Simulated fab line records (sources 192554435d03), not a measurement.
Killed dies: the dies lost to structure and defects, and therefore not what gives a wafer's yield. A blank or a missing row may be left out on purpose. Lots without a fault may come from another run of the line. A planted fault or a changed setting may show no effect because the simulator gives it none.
fab line records    flow n5Finfet
[record] lots = 11  wafers = 33  lastDay = 16
route steps=1938 shown BEOL_M12@1634
lots that met no fault: taken from a fault-free run of the same line
startH: the number of hours between the record's first day and the start of the first shown wafer of the lot    waitH: hours from the lot's prior step to this one    " as in the row above    L1.1+2: several wafers, shown together as one row    - value missing, or start not given    * or withheld: withheld    < > ~ a bound
route shown NAME@n: NAME is a module with steps in the file, n the number in the route of the first one    usual: the fault-free wafers' mean and standard deviation    same: alike in all rows    chamber/n: place in a boat    sites: each site's reading    _std_site: the values' standard deviation    _edge_site: the outer-site mean with the inner-site mean subtracted    radiusMm: how far each site lies from the wafer's centre    mask NAME#n: copy n    behind: the tool/chamber that last shaped the wafer    hold: reason for holding the lot/hours on hold/outcome of the hold    device: whichever transistor did not switch (one of n, p or np)    end of line: tests of these same wafers at the route's end    a step without rows: its recipe alone    killed: not the wafer's yield, but the dies lost to structure and defects at the first sort    map: per-die view of a wafer (x killed, . not killed, _ where there is no die)
set.NAME: the run value of the setting; set.NAME@STEP: its run value at that earlier step    model.NAME: the simulator's own value behind a step, which no gauge read
a sample of lots followed through the steps of the route, with each step as a table and each wafer as a row
services: a tool's chamber out of use, with start hour (startH, from the record's first day; less than 0 if before it), hours out, and reason
[[steps]]
[step N5_BEOL_M12_INSPECT_30]
[recipe] mode = adi  inspectInstrument = macro
[usual] rawDefectCount = 1.9/1.4
lot.wafer  tool              chamber  startH  waitH  rawDefectCount
L493.2     defectInspect-01  -        220.22  0.0    1
L493.3     "                 -        "       "      0
L493.5     "                 -        "       "      2
L495.1     defectInspect-02  -        236.51  0.0    1
L495.4     "                 -        "       "      2
L495.6     "                 -        "       "      2
L498.1     defectInspect-01  -        245.68  0.0    2
L498.2     "                 -        "       "      3
L498.5     "                 -        "       "      0
L496.2     defectInspect-01  -        245.84  0.0    1
L496.5     "                 -        "       "      2
L496.6     "                 -        "       "      2
L497.1     defectInspect-02  -        246.39  0.0    5
L497.2     "                 -        "       "      3
L497.4     "                 -        "       "      3
L500.2     defectInspect-02  -        263.44  0.0    2
L500.4     "                 -        "       "      5
L500.5     "                 -        "       "      2
L505.2     defectInspect-02  -        299.00  0.0    2
L505.4     "                 -        "       "      2
L505.6     "                 -        "       "      1
L512.4     defectInspect-02  -        332.73  0.0    2
L512.5     "                 -        "       "      1
L512.6     "                 -        "       "      2
L511.1     defectInspect-02  -        336.28  0.0    1
L511.2     "                 -        "       "      0
L511.5     "                 -        "       "      2
L513.2     defectInspect-01  -        350.79  0.0    1
L513.3     "                 -        "       "      1
L513.4     "                 -        "       "      1
L515.1     defectInspect-02  -        361.40  0.0    1
L515.2     "                 -        "       "      1
L515.6     "                 -        "       "      3
[step N5_BEOL_M12_ETCH_38]
[recipe] chemistry = CF4/N2  target = SiCN  targetDepthA = 687  taperDeg = 2  timeS = 73.4  ionEnergyEv = 150  maskMaterial = SiO2  pressureMtorr = 40  sourceW = 430  biasW = 70  Ar_flow_sccm = 100  cf4FlowSccm = 60  n2FlowSccm = 60
[usual] cf4FlowSccm = 60.03/0.17  drypumpMotorCurrentA = 5.4/0.47  oesProductAu = 0.78/0.074  rfVppV = 382.1/2  showerheadPlenumPTorr = 2.20/0.077  throttleValvePct = 15.45/0.24
[same] timeS = 73.4
lot.wafer  tool        chamber  startH  waitH  cf4FlowSccm  drypumpMotorCurrentA  oesProductAu  rfHoursCounterH  rfVppV  showerheadPlenumPTorr  throttleValvePct
L493.2     rieDiel-06  2        222.90  -      60.00        5.2                   0.79          126              380.4   2.13                   15.54
L493.3     "           3        "       "      60.16        4.9                   0.78          94               379.3   2.13                   15.09
L493.5     "           3        "       "      60.15        4.9                   0.79          -                379.7   2.13                   15.08
L495.1     rieDiel-06  2        239.29  -      59.64        5.2                   0.79          131              380.1   2.12                   15.56
L495.4     "           0        "       "      60.01        5.1                   0.72          206              384.6   2.27                   15.69
L495.6     "           3        "       "      59.99        4.9                   0.79          -                380.4   2.13                   15.13
L498.1     rieDiel-06  2        246.69  -      60.04        5.2                   0.79          134              379.8   2.12                   15.56
L498.2     "           0        "       "      60.06        5.1                   0.71          209              384.1   2.27                   15.72
L498.5     "           0        "       "      60.31        5.1                   0.71          -                383.2   2.27                   15.73
L496.2     rieDiel-01  2        247.36  -      59.99        5.1                   0.74          137              383.4   2.31                   15.79
L496.5     "           1        "       "      59.71        5.7                   0.89          -                380.7   2.16                   15.22
L496.6     "           0        "       "      59.81        5.6                   0.71          -                381.7   2.17                   15.72
L497.1     rieDiel-01  2        247.82  -      60.09        5.1                   0.75          137              385.0   2.31                   15.78
L497.2     "           3        "       "      60.33        6.5                   0.83          76               385.3   2.32                   15.18
L497.4     "           1        "       "      60.36        5.7                   0.88          31               380.5   2.16                   15.25
L500.2     rieDiel-01  0        264.50  -      59.65        5.7                   0.70          240              383.0   2.17                   15.72
L500.4     "           1        "       "      59.75        5.7                   0.89          35               381.5   2.16                   15.25
L500.5     "           1        "       "      60.08        5.7                   0.88          -                381.3   2.16                   15.24
L505.2     rieDiel-01  3        300.82  -      59.84        6.5                   0.81          91               385.4   2.32                   15.21
L505.4     "           2        "       "      59.76        5.1                   0.75          -                383.9   2.30                   15.81
L505.6     "           1        "       "      60.16        5.7                   0.87          -                382.1   2.16                   15.27
L512.4     rieDiel-03  2        333.40  -      59.64        5.7                   0.92          6                384.8   2.36                   15.24
L512.5     "           2        "       "      59.89        5.8                   0.92          -                386.5   2.36                   15.26
L512.6     "           1        "       "      60.00        4.8                   0.73          -                379.7   2.12                   15.18
L511.1     rieDiel-06  3        339.88  -      59.88        4.9                   0.74          136              378.5   2.12                   15.17
L511.2     "           0        "       "      59.96        5.1                   0.69          244              382.6   2.26                   15.78
L511.5     "           3        "       "      59.92        4.9                   0.74          -                379.4   2.12                   15.17
L513.2     rieDiel-06  2        353.21  -      60.30        5.2                   0.76          172              380.9   2.11                   15.61
L513.3     "           3        "       "      59.75        4.9                   0.74          142              380.4   2.12                   15.19
L513.4     "           1        "       "      60.16        5.4                   0.73          -                382.2   2.21                   15.56
L515.1     rieDiel-01  0        362.74  -      59.99        5.6                   0.95          15               381.5   2.16                   15.29
L515.2     "           3        "       "      59.84        6.5                   0.78          113              385.3   2.31                   15.25
L515.6     "           1        "       "      60.01        5.8                   0.84          -                380.5   2.15                   15.29
[step N5_BEOL_M12_SPUTTER_44]
[recipe] material = Ta  targetThkA = 100  tempC = 50  biasV = 80  powerW = 15000  chamberPressurePa = 0.07  timeS = 16.13
[usual] cathodeDcPowerW = 15000/3  throttleValvePct = 30.5/0.84
[same] timeS = 16.13
lot.wafer  tool           chamber  startH  waitH  cathodeDcPowerW  throttleValvePct
L493.2     pvdSputter-03  -        223.62  0.0    15000            29.6
L493.3     "              -        "       "      14995            29.8
L493.5     "              -        "       "      15000            29.5
L495.1     pvdSputter-01  -        239.90  0.0    15003            30.2
L495.4     "              -        "       "      15003            32.0
L495.6     "              -        "       "      15005            30.3
L498.1     pvdSputter-01  -        247.43  0.0    15000            31.2
L498.2     "              -        "       "      15000            31.8
L498.5     "              -        "       "      15001            30.4
L496.2     pvdSputter-01  -        247.99  0.0    15005            30.4
L496.5     "              -        "       "      15001            30.1
L496.6     "              -        "       "      14998            31.4
L497.1     pvdSputter-02  -        249.60  0.0    15001            30.6
L497.2     "              -        "       "      14998            31.5
L497.4     "              -        "       "      14999            29.8
L500.2     pvdSputter-03  -        265.31  0.0    15002            31.2
L500.4     "              -        "       "      14999            29.5
L500.5     "              -        "       "      15000            29.8
L505.2     pvdSputter-03  -        301.30  0.0    18013            31.0
L505.4     "              -        "       "      15002            29.5
L505.6     "              -        "       "      15001            29.8
L512.4     pvdSputter-01  -        334.23  0.0    15005            30.1
L512.5     "              -        "       "      15000            30.2
L512.6     "              -        "       "      15001            31.9
L511.1     pvdSputter-01  -        340.57  0.0    15002            30.0
L511.2     "              -        "       "      15002            30.4
L511.5     "              -        "       "      14996            32.0
L513.2     pvdSputter-02  -        354.06  0.0    15004            29.8
L513.3     "              -        "       "      14995            31.5
L513.4     "              -        "       "      14998            30.7
L515.1     pvdSputter-02  -        363.26  0.0    15003            29.7
L515.2     "              -        "       "      15002            29.8
L515.6     "              -        "       "      14995            31.2
[step N5_BEOL_M12_SPUTTER_45]
[recipe] material = Cu  targetThkA = 800  tempC = -20  biasV = 60  powerW = 26000  chamberPressurePa = 0.13  timeS = 13.33
[usual] cathodeDcPowerW = 26000/4.5  throttleValvePct = 30.5/0.87
[same] timeS = 13.33
lot.wafer  tool           chamber  startH  waitH  cathodeDcPowerW  throttleValvePct
L493.2     pvdSputter-03  -        223.70  0.0    25998            29.7
L493.3     "              -        "       "      26001            29.3
L493.5     "              -        "       "      25997            29.6
L495.1     pvdSputter-01  -        239.98  0.0    26012            30.4
L495.4     "              -        "       "      26004            32.1
L495.6     "              -        "       "      26001            30.1
L498.1     pvdSputter-01  -        247.51  0.0    25999            31.5
L498.2     "              -        "       "      25994            32.0
L498.5     "              -        "       "      26008            30.4
L496.2     pvdSputter-01  -        248.07  0.0    26001            30.1
L496.5     "              -        "       "      26001            30.4
L496.6     "              -        "       "      25998            31.7
L497.1     pvdSputter-02  -        249.68  0.0    25993            30.6
L497.2     "              -        "       "      26004            31.4
L497.4     "              -        "       "      26002            29.6
L500.2     pvdSputter-03  -        265.39  0.0    26007            31.6
L500.4     "              -        "       "      25999            29.6
L500.5     "              -        "       "      26005            29.8
L505.2     pvdSputter-03  -        301.38  0.0    26000            31.5
L505.4     "              -        "       "      26002            29.7
L505.6     "              -        "       "      25996            29.8
L512.4     pvdSputter-01  -        334.31  0.0    25989            30.4
L512.5     "              -        "       "      26006            30.2
L512.6     "              -        "       "      26003            31.9
L511.1     pvdSputter-01  -        340.65  0.0    26005            30.2
L511.2     "              -        "       "      25997            30.4
L511.5     "              -        "       "      26002            32.1
L513.2     pvdSputter-02  -        354.14  0.0    26009            29.6
L513.3     "              -        "       "      26002            31.5
L513.4     "              -        "       "      25996            30.9
L515.1     pvdSputter-02  -        363.34  0.0    25995            29.5
L515.2     "              -        "       "      25995            29.9
L515.6     "              -        "       "      25994            31.8
[[services]]
tool           chamber  startH  hours  kind
rieDiel-03     1        213.27  14.2   repair
rieDiel-03     0        218.88  6.2    repair
rieDiel-06     1        254.91  6.7    repair
rieDiel-06     3        258.08  2.7    repair
rieDiel-03     0        272.04  -      clean
rieDiel-03     0        272.04  -      consumableReplace:focusRing
rieDiel-03     0        272.04  22.2   scheduledDown
rieDiel-03     0        272.04  22.2   ventCycle
pvdSputter-03  -        278.15  5.5    repair
rieDiel-03     2        294.28  -      clean
rieDiel-03     2        294.28  -      consumableReplace:focusRing
rieDiel-03     2        294.28  -      consumableReplace:showerhead
pvdSputter-02  -        294.67  5.9    repair
rieDiel-01     0        299.89  -      clean
rieDiel-01     0        299.89  -      consumableReplace:focusRing
rieDiel-01     0        299.89  15.7   scheduledDown
rieDiel-01     0        299.89  15.7   ventCycle
pvdSputter-01  -        310.24  2.1    repair
rieDiel-06     2        336.84  9.5    repair
rieDiel-06     0        353.07  -      clean
rieDiel-06     0        353.07  -      consumableReplace:focusRing
rieDiel-06     0        353.07  16.3   scheduledDown
rieDiel-06     0        353.07  16.3   ventCycle
rieDiel-01     -        354.60  0.3    repair
[[key]]
[firstSign] step = N5_BEOL_M12_SPUTTER_44  reading = cathodeDcPowerW  direction = up  sigmas = 99+  usual = *  struck = *
effect none on later readings
metAt N5_BEOL_M12_SPUTTER_44
struckLots L505
struckWafers L505.2
notActingAt N5_BEOL_M12_INSPECT_30,N5_BEOL_M12_ETCH_38,N5_BEOL_M12_SPUTTER_45
onsetBetween 265.31 301.30
[fault] kind = processParameterDrift  tool = pvdSputter-03  chamber = -  onsetH = 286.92  steps = N5_BEOL_M12_SPUTTER_44  channel = powerW  offset = *  shape = step  endH = 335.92  actsIn = *  stated = *  scope = struckWafersOnly
